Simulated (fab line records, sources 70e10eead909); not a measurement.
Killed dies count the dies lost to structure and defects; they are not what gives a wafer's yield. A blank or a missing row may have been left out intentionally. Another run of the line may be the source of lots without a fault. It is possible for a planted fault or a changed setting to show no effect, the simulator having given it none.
2 desks, one fault :: flow nandHarc :: only its own numbers are on each desk; what lay behind them is given at the end

== THE METROLOGY DESK ==
Lot by lot, what the gauges showed, no matter which tool ran the lot: averages of those sampled wafers that carry a number. A lot is out of limits, marked OUT, if its mean lies more than 4 standard deviations from the usual mean; the brackets give that distance.
Columns: A = thkNm at NHARC_A_ONON_D1_THK_MEAS_05, usual 1001 nm
lot: L829
first seen here: day 8 08:20
A: 987

lot: L830
first seen here: day 8 08:21
A: 990

lot: L831
first seen here: day 9 00:30
A: 1013

lot: L832
first seen here: day 9 05:58
A: 1001

lot: L833
first seen here: day 9 19:07
A: 993

lot: L835
first seen here: day 10 15:46
A: 1003

lot: L838
first seen here: day 11 22:52
A: 993

lot: L842
first seen here: day 13 16:52
A: 1296 (+30) OUT

lot: L844
first seen here: day 14 16:15
A: 1184 (+18) OUT

lot: L845
first seen here: day 14 22:08
A: 1380 (+38) OUT

lot: L847
first seen here: day 15 12:01
A: 1000

lot: L850
first seen here: day 16 19:57
A: 1000

lot: L849
first seen here: day 16 20:04
A: 1007

lot: L851
first seen here: day 17 04:36
A: 1008
This desk's verdict: out of limits on L842, L844, L845, starting with L842 at day 13 16:52 (thkNm at NHARC_A_ONON_D1_THK_MEAS_05). In limits: L829, L830, L831, L832, L833, L835, L838, L847, L850, L849, L851.

== THE DEFECT DESK ==
For each lot, the counts of the inspections along the route, averaged over the sampled wafers that have a number. A lot is out of limits, marked OUT, if its mean lies more than 4 standard deviations from the usual mean; the brackets give that distance.
Columns: A = rawDefectCount at NHARC_P_BONDPAD_INSPECT_23, usual 353
lot: L829
first seen here: day 7 08:27
A: 200

lot: L830
first seen here: day 7 08:54
A: 521

lot: L831
first seen here: day 8 00:56
A: 252

lot: L832
first seen here: day 8 05:39
A: 538

lot: L833
first seen here: day 8 17:13
A: 308

lot: L835
first seen here: day 9 12:59
A: 201

lot: L838
first seen here: day 10 21:14
A: 464

lot: L842
first seen here: day 12 15:49
A: 273

lot: L844
first seen here: day 13 13:07
A: 329

lot: L845
first seen here: day 13 21:29
A: 472

lot: L847
first seen here: day 14 11:24
A: 357

lot: L849
first seen here: day 15 18:12
A: 580

lot: L850
first seen here: day 15 21:38
A: 383

lot: L851
first seen here: day 16 04:28
A: 581
Finding of this desk: none of the 14 lots has anything out of limits.

== ALL TOGETHER ==
Metrology desk: alarm possible at day 13 16:52 on L842, L844, L845.
Nothing the defect desk looked at was out of limits.
The defect desk has L842, L844, L845 on record, within its limits.
On pecvdOnon-04, each named lot ran NHARC_A_ONON_D1_DEP_03.

== WHAT THE SIMULATOR HAD INSERTED ==
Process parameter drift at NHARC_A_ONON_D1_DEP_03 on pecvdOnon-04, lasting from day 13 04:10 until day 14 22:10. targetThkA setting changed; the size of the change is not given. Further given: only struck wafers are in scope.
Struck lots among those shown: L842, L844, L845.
Time in hours between the start of the fault and the first out-of-limits reading at each desk: metrology desk, 13.
